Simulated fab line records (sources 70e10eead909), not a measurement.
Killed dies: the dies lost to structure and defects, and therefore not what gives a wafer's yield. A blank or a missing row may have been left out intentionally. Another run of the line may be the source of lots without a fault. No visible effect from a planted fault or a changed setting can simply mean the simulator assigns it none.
Matching of chambers | flow nandHarc | NHARC_A_STAIRCASE_ALD_420 on aldHk-04: 4 sister chambers
The step deposits SiO2, target thk 20 nm, pulse time 6 s, ald cycles 200. 8 wafers are shown with their chamber, then 8 later ones without.

== WAFERS, EACH WITH ITS CHAMBER ==
wafer  | chamber | heaterPowerW (W) | precursorPulseHeightRel
L087.1 | 2       | 450              | 0.993
L088.2 | 1       | 423              | 1.021
L088.4 | 0       | 410              | 1.025
L088.5 | 3       | 538              | 0.982
L089.1 | 3       | 539              | 1.023
L089.3 | 1       | 403              | 0.973
L089.6 | 0       | 413              | 0.995
L094.2 | 2       | 447              | 1.022

== WAFERS WITHOUT THEIR CHAMBER ==
wafer  | heaterPowerW (W) | precursorPulseHeightRel
L094.4 | 423              | 1.005
L094.6 | 525              | 1.006
L095.2 | 430              | 1.027
L095.4 | 413              | 0.984
L095.5 | 437              | 1.002
L095.1 | 410              | 0.991
L095.3 | 538              | 0.994
L095.6 | 417              | 1.003

== WHICH CHAMBER EACH WENT THROUGH ==
wafer  | from the rows above          | in truth
L094.4 | can't be placed: 1 or 0      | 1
L094.6 | 3                            | 3
L095.2 | can't be placed: 1 or 0 or 2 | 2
L095.4 | can't be placed: 1 or 0      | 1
L095.5 | can't be placed: 2 or 1 or 0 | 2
L095.1 | can't be placed: 1 or 0      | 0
L095.3 | 3                            | 3
L095.6 | can't be placed: 1 or 0      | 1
2 of 8 placed correctly. Not placeable from these rows: 6 (in 6, the candidates include the true chamber). Number placed wrongly: 0.
How it was worked out, from the rows above alone: a wafer's distance from a chamber is the root of the sum, over the readings, of the square of ((its reading less the chamber's mean) divided by the reading's scatter). The wafer belongs to the nearest chamber; if the next one is less than 2 further off, it can't be placed. For every chamber, the mean is computed from those of its wafers that are shown. The scatter: the root of (the sum of the squares of (reading less its chamber's mean) over the shown wafers, divided by (wafers less chambers)).
